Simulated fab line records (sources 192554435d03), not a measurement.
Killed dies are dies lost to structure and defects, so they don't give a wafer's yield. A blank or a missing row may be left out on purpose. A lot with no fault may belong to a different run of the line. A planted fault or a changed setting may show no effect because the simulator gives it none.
Chamber matching :: flow n5 finfet :: N5_BEOL_M10_STRIP_19 on rie diel-02 has 4 sister chambers
The step strips in O2. 8 wafers are shown with their chamber, then 7 later ones without.

EACH WAFER AND ITS CHAMBER
wafer: L082.1
chamber: 0
throttle valve pct (%): 16.76
showerhead plenum p Torr (Torr): 2.019

wafer: L082.3
chamber: 3
throttle valve pct (%): 16.65
showerhead plenum p Torr (Torr): 2.099

wafer: L082.5
chamber: 1
throttle valve pct (%): 16.58
showerhead plenum p Torr (Torr): 2.088

wafer: L085.1
chamber: 2
throttle valve pct (%): 17.09
showerhead plenum p Torr (Torr): 2.069

wafer: L085.2
chamber: 3
throttle valve pct (%): 16.65
showerhead plenum p Torr (Torr): 2.097

wafer: L085.3
chamber: 1
throttle valve pct (%): 16.57
showerhead plenum p Torr (Torr): 2.087

wafer: L085.4
chamber: 0
throttle valve pct (%): 16.78
showerhead plenum p Torr (Torr): 2.017

wafer: L085.5
chamber: 2
throttle valve pct (%): 17.13
showerhead plenum p Torr (Torr): 2.070

WAFERS WITH NO CHAMBER GIVEN
wafer: L085.6
throttle valve pct (%): 16.60
showerhead plenum p Torr (Torr): 2.087

wafer: L087.2
throttle valve pct (%): 16.61
showerhead plenum p Torr (Torr): 2.085

wafer: L087.3
throttle valve pct (%): 16.68
showerhead plenum p Torr (Torr): 2.096

wafer: L087.6
throttle valve pct (%): 17.12
showerhead plenum p Torr (Torr): 2.068

wafer: L088.2
throttle valve pct (%): 16.77
showerhead plenum p Torr (Torr): 2.013

wafer: L088.4
throttle valve pct (%): 16.68
showerhead plenum p Torr (Torr): 2.092

wafer: L088.6
throttle valve pct (%): 17.13
showerhead plenum p Torr (Torr): 2.065

THE CHAMBER EACH PASSED THROUGH
wafer: L085.6
from the rows above: 1
in truth: 1

wafer: L087.2
from the rows above: 1
in truth: 1

wafer: L087.3
from the rows above: 3
in truth: 3

wafer: L087.6
from the rows above: 2
in truth: 2

wafer: L088.2
from the rows above: 0
in truth: 0

wafer: L088.4
from the rows above: can't be placed: 3 or 1
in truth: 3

wafer: L088.6
from the rows above: 2
in truth: 2
6 of 7 placed correctly. From these rows, 1 cannot be placed; in 1 the true chamber is one of the candidates. Wrongly placed: 0.
How it was worked out, from the rows above alone: a wafer's distance from a chamber is the root of the sum, over the readings, of the square of ((its reading less the chamber's mean) divided by the reading's scatter). The wafer belongs to the nearest chamber; if the next one is less than 2 further off, it can't be placed. The mean given for a chamber averages the wafers shown for that chamber. The scatter: take each reading less its chamber's mean, square it, sum over the shown wafers, divide by the number of wafers less the number of chambers, and take the root.
